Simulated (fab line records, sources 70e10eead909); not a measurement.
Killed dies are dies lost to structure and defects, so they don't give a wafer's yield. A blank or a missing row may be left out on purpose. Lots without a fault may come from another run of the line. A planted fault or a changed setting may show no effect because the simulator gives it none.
fab line records | flow nand_harc
record lots=5 wafers=13 last_day=33
route steps=1302 shown A_CHANNEL_HOLE_D1@482 A_CHANNEL_FILL_D1@490
lots that met no fault: from a run of the same line without faults
start_h: hours from the record's first day to the start of the lot's first wafer shown | wait_h: hours since the lot's step before | " the same as in the row above | L1.1+2: a row that stands for several wafers | - no value, or no start given | * or withheld: withheld | < > ~ a bound
route shown NAME@n: a module of which the file shows steps, and the number in the route of the first | usual: mean/standard deviation of fault-free wafers | same: alike in all rows | chamber/n: place in a boat | sites: the reading at each site | _std_site: their standard deviation | _edge_site: outer sites' mean less inner sites' | radius_mm: how far each site lies from the wafer's centre | mask NAME#n: copy n | behind: the tool/chamber that last shaped the wafer | hold: why the lot was held/for how many hours/how that ended | device: the transistor (n, p or np) that didn't switch | end of line: the same wafers' tests at the end of the route | a step without rows: its recipe alone | killed: dies lost to structure and defects at the first sort, not the wafer's yield | map: a wafer's dies, x killed, . not, _ none there
set.NAME: the setting as run; set.NAME@STEP: as run at that earlier step | model.NAME: the simulator's own value behind a step, which no gauge read
lots at some steps of the route; a table a step, a row a wafer
services: from which hour (start_h, from the record's first day; less than 0 if before it) a tool's chamber was out of use, for how many hours, and why
## steps
# step NHARC_A_CHANNEL_HOLE_D1_STRIP_43
# recipe o2_flow_sccm=400 cos_flow_sccm=20 ar_flow_sccm=0 bias_w=0 chemistry=O2/COS
# step NHARC_A_CHANNEL_HOLE_D1_ETCH_44
# recipe target_depth_a=1400 overetch_a=140 time_s=77 ion_energy_ev=100 cf4_flow_sccm=80 o2_flow_sccm=20 ar_flow_sccm=0 rf_w=300 bias_w=100 chemistry=CF4/O2
# usual drypump_motor_current_A=5.62/0.3 oes_product_au=1.002/0.011 rf_fwd_power_W=297.8/1 rf_vpp_V=197.5/1.7 showerhead_plenum_p_Torr=1.32/0.064 throttle_valve_pct=13.398/0.0095
# columns lot.wafer tool chamber start_h wait_h drypump_motor_current_A oes_product_au rf_fwd_power_W rf_hours_counter_h rf_vpp_V showerhead_plenum_p_Torr throttle_valve_pct
L239.2 rie_diel-12 3 265.19 0.0 5.84 0.971 298.0 13 199.1 1.40 13.401
L239.4 " 2 " " 5.63 1.006 297.5 12 198.5 1.30 13.412
L239.5 " 3 " " 5.84 0.981 299.0 - 198.7 1.40 13.393
L243.1 rie_diel-12 0 319.79 0.1 5.42 0.992 299.0 3 199.2 1.39 13.373
L246.4 rie_diel-12 1 340.58 0.1 5.72 1.020 298.6 7 196.5 1.24 13.393
L246.5 " 2 " " 5.66 1.014 298.6 - 195.8 1.30 13.388
L246.6 " 3 " " 5.87 1.009 297.5 - 199.1 1.40 13.395
L248.3 rie_diel-12 0 358.22 0.1 5.39 0.995 298.4 6 198.2 1.39 13.408
L248.1 " 1 " " 5.70 1.001 297.3 8 195.9 1.24 13.388
L248.4 " 2 " " 5.67 1.003 296.8 - 196.5 1.30 13.415
L253.3 rie_diel-12 1 413.21 0.1 5.74 1.003 296.7 15 194.8 1.24 13.402
L253.5 " 3 " " 5.84 0.998 297.5 - 198.5 1.40 13.396
L253.6 " 0 " " 5.42 0.990 297.2 - 200.0 1.39 13.389
# step NHARC_A_CHANNEL_HOLE_D1_STRIP_27
# recipe o2_flow_sccm=500 ar_flow_sccm=0 bias_w=0 chemistry=O2
# usual drypump_motor_current_A=5.6/0.31 oes_product_au=1.001/0.01 rf_vpp_V=57.8/0.87 showerhead_plenum_p_Torr=3.50/0.16 throttle_valve_pct=17.035/0.0089
# columns lot.wafer tool chamber start_h wait_h drypump_motor_current_A oes_product_au rf_hours_counter_h rf_vpp_V showerhead_plenum_p_Torr throttle_valve_pct
L239.2 rie_diel-12 0 - - 5.4 1.002 15 58.8 3.68 17.041
L239.4 " 3 " " 5.8 0.971 13 57.7 3.69 17.025
L239.5 " 1 " " 5.7 0.998 - 57.6 3.29 17.031
L243.1 rie_diel-12 2 - - 5.7 1.006 5 57.3 3.44 17.018
L246.4 rie_diel-12 1 - - 5.8 1.009 7 57.5 3.28 17.054
L246.6 " 2 " " 5.7 1.009 - 57.3 3.43 17.027
L246.5 " 3 " " 5.8 1.009 - 57.5 3.69 17.044
L248.3 rie_diel-12 1 - - 5.7 1.024 8 55.6 3.28 17.033
L248.1 " 2 " " 5.7 1.006 8 56.4 3.43 17.038
L248.4 " 1 " " 5.7 1.005 - 57.9 3.28 17.040
L253.3 rie_diel-12 1 - - 5.7 1.012 15 59.0 3.28 17.032
L253.5 " 2 " " 5.7 1.016 - 57.1 3.43 17.022
L253.6 " 3 " " 5.9 1.001 - 58.4 3.69 17.042
# step NHARC_A_CHANNEL_HOLE_D1_PRECLEAN_28
# recipe time_s=* temp_c=50 bath_age_min=0 chemistry=SC1
# step NHARC_A_CHANNEL_HOLE_D1_SRD_29
# step NHARC_A_CHANNEL_HOLE_D1_CD_MEAS_30
# usual cd_nm=89.6/1.2
# columns lot.wafer tool chamber start_h wait_h cd_nm
L239.2 cd_sem-03 - 265.99 - 89.1
L239.4 " - " " 89.6
L239.5 " - " " 87.1
L243.1 cd_sem-02 - 320.56 - 89.1
L246.4 cd_sem-02 - 341.37 - 87.8
L246.5 " - " " 87.9
L246.6 " - " " 89.6
L248.1 cd_sem-03 - 359.13 - 90.7
L248.3 " - " " 90.0
L248.4 " - " " 90.6
L253.3 cd_sem-02 - 414.00 - 87.4
L253.5 " - " " 91.4
L253.6 " - " " 88.8
# step NHARC_A_CHANNEL_HOLE_D1_XSEM_31
# recipe landing_energy_ev=35000
# usual bot_cd_nm=74.2/1.3 bow_nm=8.62/0.26 tilt_deg=0.10/0.04
# columns lot.wafer tool chamber start_h wait_h bot_cd_nm bow_nm tilt_deg
L239.2 xsem-02 0 266.09 0.1 73.2 8.29 0.10
L239.4 " 0 " " 73.5 8.32 0.10
L239.5 " 0 " " 72.0 8.32 0.10
L243.1 xsem-01 0 320.65 0.1 74.5 8.42 0.04
L246.4 xsem-01 0 341.46 0.1 71.8 8.68 0.05
L246.5 " 0 " " 73.2 8.74 0.05
L246.6 " 0 " " 73.0 8.67 0.05
L248.1 xsem-02 0 359.23 0.1 75.6 8.89 0.03
L248.3 " 0 " " 74.8 8.90 0.03
L248.4 " 0 " " 75.2 8.93 0.04
L253.3 xsem-02 0 414.09 0.1 73.9 8.80 0.07
L253.5 " 0 " " 77.2 8.74 0.07
L253.6 " 0 " " 74.0 8.79 0.07
# step NHARC_A_CHANNEL_HOLE_D1_INSPECT_40
# usual raw_defect_count=73/28
# columns lot.wafer tool chamber start_h wait_h raw_defect_count
L239.2 defect_inspect-01 - 266.18 - 112
L239.4 " - " " 113
L239.5 " - " " 114
L243.1 defect_inspect-02 - 320.75 - 50
L246.4 defect_inspect-02 - 341.54 - 62
L246.5 " - " " 43
L246.6 " - " " 49
L248.1 defect_inspect-02 - 359.32 - 40
L248.3 " - " " 47
L248.4 " - " " 47
L253.3 defect_inspect-02 - 414.18 - 70
L253.5 " - " " 61
L253.6 " - " " 26
# step NHARC_A_CHANNEL_FILL_D1_PRECLEAN_00
# recipe time_s=* temp_c=50 bath_age_min=0 chemistry=SC1
# step NHARC_A_CHANNEL_FILL_D1_SRD_01
# step NHARC_A_CHANNEL_FILL_D1_ALD_02
# recipe target_thk_a=60 pulse_time_s=10 ald_cycles=60 temp_c=300 material=SiO2
# step NHARC_A_CHANNEL_FILL_D1_ALD_03
# recipe target_thk_a=60 pulse_time_s=60 ald_cycles=58 temp_c=630 pressure_torr=2 material=SiNx
# usual ald_cycles=58/0 chamber_pressure_Torr=2.000/0.0042 precursor_pulse_height_rel=0.998/0.02
# same pulse_time_s=60
# columns lot.wafer tool chamber start_h wait_h ald_cycles chamber_pressure_Torr precursor_pulse_height_rel
L239.2 ald_sin_batch-03 0 - - 58 2.010 0.980
L239.4 " 0 " " 58 2.007 0.941
L239.5 " 0 " " 58 2.002 0.964
L243.1 ald_sin_batch-01 0 - - 58 2.005 0.968
L246.4 ald_sin_batch-01 0 - - 58 1.997 1.003
L246.5 " 0 " " 58 1.998 0.987
L246.6 " 0 " " 58 1.993 0.982
L248.1 ald_sin_batch-01 0 - - 58 1.996 0.990
L248.3 " 0 " " 58 1.993 1.025
L248.4 " 0 " " 58 1.993 1.001
L253.3 ald_sin_batch-01 0 - - 58 1.998 1.011
L253.5 " 0 " " 58 1.997 1.017
L253.6 " 0 " " 58 1.994 0.958
# step NHARC_A_CHANNEL_FILL_D1_ALD_14
# recipe target_thk_a=25 pulse_time_s=10 ald_cycles=25 temp_c=300 material=SiO2
# usual ald_cycles=25/0 heater_power_w=475/63 precursor_pulse_height_rel=1.001/0.02
# same pulse_time_s=10
# columns lot.wafer tool chamber start_h wait_h ald_cycles heater_power_w precursor_pulse_height_rel
L239.4 ald_hk-01 1 273.40 0.0 25 396 1.012
L239.2 " 0 " " 25 473 1.007
L239.5 " 2 " " 25 447 1.020
L243.1 ald_hk-01 3 328.02 0.1 9 501 1.021
L246.4 ald_hk-02 1 348.69 0.0 25 399 1.027
L246.5 " 1 " " 25 403 0.975
L246.6 " 2 " " 25 427 1.013
L248.4 ald_hk-03 1 366.73 0.0 25 456 0.980
L248.1 " 3 " " 25 460 1.006
L248.3 " 0 " " 25 457 1.017
L253.3 ald_hk-03 3 423.88 0.0 25 476 1.018
L253.5 " 3 " " 25 490 0.986
L253.6 " 0 " " 25 428 1.002
# step NHARC_A_CHANNEL_FILL_D1_ALD_15
# recipe target_thk_a=20 pulse_time_s=60 ald_cycles=19 temp_c=630 pressure_torr=2 material=SiNx
# usual ald_cycles=19/0 chamber_pressure_Torr=2.000/0.0039 precursor_pulse_height_rel=0.996/0.019
# same pulse_time_s=60
# columns lot.wafer tool chamber start_h wait_h ald_cycles chamber_pressure_Torr precursor_pulse_height_rel
L239.2 ald_sin_batch-01 0 - - 19 1.999 1.018
L239.4 " 0 " " 19 2.004 0.984
L239.5 " 0 " " 19 1.999 0.975
L243.1 ald_sin_batch-02 0 - - 19 2.005 0.993
L246.4 ald_sin_batch-01 0 - - 19 1.993 1.016
L246.5 " 0 " " 19 1.996 0.963
L246.6 " 0 " " 19 1.993 0.993
L248.1 ald_sin_batch-01 0 - - 19 2.001 0.994
L248.3 " 0 " " 19 1.994 1.017
L248.4 " 0 " " 19 2.004 0.999
L253.3 ald_sin_batch-01 0 - - 19 2.001 1.001
L253.5 " 0 " " 19 1.998 0.997
L253.6 " 0 " " 19 2.000 1.011
## services
# columns tool chamber start_h hours kind
rie_diel-12 0 247.76 - clean
rie_diel-12 1 247.76 - clean
rie_diel-12 2 247.76 - clean
rie_diel-12 3 247.76 - clean
ald_sin_batch-02 - 266.00 26.0 pm
rie_diel-12 - 268.43 9.0 pm
rie_diel-12 0 268.43 9.0 vent_cycle
rie_diel-12 1 268.43 9.0 vent_cycle
rie_diel-12 2 268.43 9.0 vent_cycle
rie_diel-12 3 268.43 9.0 vent_cycle
rie_diel-12 0 277.43 - clean
rie_diel-12 1 277.43 - clean
rie_diel-12 0 289.24 6.7 repair
ald_hk-01 - 298.66 10.0 pm
ald_sin_batch-01 - 306.89 13.3 repair
rie_diel-12 3 346.41 17.2 repair
ald_hk-03 - 347.55 1.4 repair
ald_hk-03 - 349.42 1.0 repair
ald_hk-02 - 349.70 10.0 pm
rie_diel-12 3 372.14 9.1 repair
xsem-01 - 374.00 14.0 pm
ald_hk-03 - 393.62 10.0 pm
rie_diel-12 0 396.87 3.9 repair
xsem-01 - 417.60 4.6 repair
## key
first_sign step=NHARC_A_CHANNEL_FILL_D1_ALD_14 reading=ald_cycles direction=down sigmas=99+ usual=25 struck=9
effect none on later readings
met_at NHARC_A_CHANNEL_FILL_D1_ALD_14
struck_wafers L243.1
rows_end L243.1
fault kind=process_parameter_drift tool=ald_hk-01 chamber=3 onset_h=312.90 steps=NHARC_A_CHANNEL_FILL_D1_ALD_14 channel=ald_cycles offset=-16 shape=step acts_in=these_recipes_only stated=25
# rows_end: these wafers met a further fault down the route, and their rows from its step on are left out
